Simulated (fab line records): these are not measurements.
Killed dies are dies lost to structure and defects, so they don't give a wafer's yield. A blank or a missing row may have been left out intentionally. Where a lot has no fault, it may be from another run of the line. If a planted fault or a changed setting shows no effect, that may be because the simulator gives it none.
Split-lot trial	flow n5_finfet	on a route of 1938 steps: 7 lots, 39 wafers read

## ON THE SPLIT
At N5_BEOL_M1_HM_DEP_02 (deposits TiN, target thk 20 nm), the setting target_thk_a was moved away from the recipe's 200 angstrom on 18 of the 39 wafers read, by -50.4% to +49.6%. All remaining wafers had this setting at the recipe value.

## FROM THE SPLIT TO THE READING: what the file shows between them, 4 steps
- N5_BEOL_M1_COAT_61: time 60 s, resist thk 60 nm
- N5_BEOL_M1_COAT_62: time 60 s, resist thk 12 nm
- N5_BEOL_M1_STRIP_75: strips in N2/H2
- N5_BEOL_M1_STRIP_66: strips in CF4

## THE READING
etch.depth_nm (the simulator's own value, which no gauge read), in nm, at N5_BEOL_M1_HM_OPEN_17 (chemistry Cl2/BCl3, target TiN, target depth 20 nm, overetch 6 nm). The file does not state a usual value for it. The 21 wafers here that ran the recipe average 19.833 nm, standard deviation 0.19 nm.

wafer	tool, chamber at the split	target_thk_a as run, angstrom	against the recipe	etch.depth_nm, nm	against lot-mates on the recipe
L074.1	pvd_sputter-02, -	200	recipe	19.72	-
L074.2	pvd_sputter-02, -	99.21	-50.4%	9.46	-10.283
L074.3	pvd_sputter-02, -	99.21	-50.4%	9.349	-10.394
L074.4	pvd_sputter-02, -	200	recipe	19.73	-
L074.5	pvd_sputter-02, -	99.21	-50.4%	9.487	-10.256
L074.6	pvd_sputter-02, -	200	recipe	19.78	-
L078.1	pvd_sputter-02, -	200	recipe	20.07	-
L078.2	pvd_sputter-02, -	284.3	+42.1%	27.04	+7.117
L078.3	pvd_sputter-02, -	284.3	+42.1%	26.92	+6.997
L078.4	pvd_sputter-02, -	284.3	+42.1%	26.77	+6.847
L078.5	pvd_sputter-02, -	200	recipe	19.81	-
L078.6	pvd_sputter-02, -	200	recipe	19.89	-
L083.1	pvd_sputter-02, -	114.2	-42.9%	11.34	-8.620
L083.2	pvd_sputter-02, -	200	recipe	19.99	-
L083.3	pvd_sputter-02, -	200	recipe	20	-
L083.4	pvd_sputter-02, -	200	recipe	19.89	-
L083.5	pvd_sputter-02, -	114.2	-42.9%	11.54	-8.420
L083.6	pvd_sputter-02, -	114.2	-42.9%	11.52	-8.440
L087.1	pvd_sputter-01, -	253.5	+26.8%	25.35	+5.550
L087.2	pvd_sputter-01, -	200	recipe	20.08	-
L087.3	pvd_sputter-01, -	253.5	+26.8%	25.26	+5.460
L087.4	pvd_sputter-01, -	200	recipe	19.7	-
L087.5	pvd_sputter-01, -	253.5	+26.8%	25.2	+5.400
L087.6	pvd_sputter-01, -	200	recipe	19.62	-
L088.1	pvd_sputter-01, -	273.4	+36.7%	27.09	+7.490
L088.2	pvd_sputter-01, -	273.4	+36.7%	27.27	+7.670
L088.3	pvd_sputter-01, -	273.4	+36.7%	27.03	+7.430
L088.4	pvd_sputter-01, -	200	recipe	19.53	-
L088.5	pvd_sputter-01, -	200	recipe	19.88	-
L088.6	pvd_sputter-01, -	200	recipe	19.39	-
L090.1	pvd_sputter-03, -	299.2	+49.6%	27.14	+7.350
L090.2	pvd_sputter-03, -	299.2	+49.6%	27.13	+7.340
L090.3	pvd_sputter-03, -	299.2	+49.6%	26.89	+7.100
L090.4	pvd_sputter-03, -	200	recipe	19.69	-
L090.5	pvd_sputter-03, -	200	recipe	19.95	-
L090.6	pvd_sputter-03, -	200	recipe	19.73	-
L094.1	pvd_sputter-02, -	200	recipe	20.04	-
L094.3	pvd_sputter-02, -	200	recipe	19.87	-
L094.6	pvd_sputter-02, -	200	recipe	20.14	-

THE FIT
A straight line over all 39 wafers: etch.depth_nm changes by +0.184 nm for each +1% of target_thk_a; r = +0.99; the points scatter about the line by 0.68 nm.
The same after taking each lot's own level away (the mean of its wafers on the recipe; 39 wafers): +0.185 nm for each +1%; r = +0.99; scatter 0.69 nm.
According to that fit, moving target_thk_a by its largest amount changes the reading by 9.3 nm.
From 19.6000 to 20.0167 nm: that is the span of the lots' own levels, equal to 2.2 times the standard deviation above.
The two slopes agree, so the slope changes little with the lot-to-lot level.
Check: for one of the wafers moved furthest among these (-50.4%), held out of the fit, the line's prediction against its lot-mates is -9.45 nm. Against them it came out at -10.3 nm.

## THE WHOLE CHAIN: every reading that the file lists as answering this split, in the file's order
step	what it does	reading	change (the file's fit)	r (the file's)
N5_BEOL_M1_HM_DEP_02	deposits TiN, target thk 20 nm	TiN_of_BEOL_M1_HM_DEP_02.thk_nm (the simulator's own value, which no gauge read)	+0.201 nm for each +1% of the setting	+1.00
N5_BEOL_M1_HM_OPEN_17	chemistry Cl2/BCl3, target TiN, target depth 20 nm, overetch 6 nm	etch.depth_nm (the simulator's own value, which no gauge read)	+0.184 nm for each +1% of the setting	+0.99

## FILE'S OWN FIT
etch.depth_nm changes by +0.184 nm for each +1% of target_thk_a, r = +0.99.
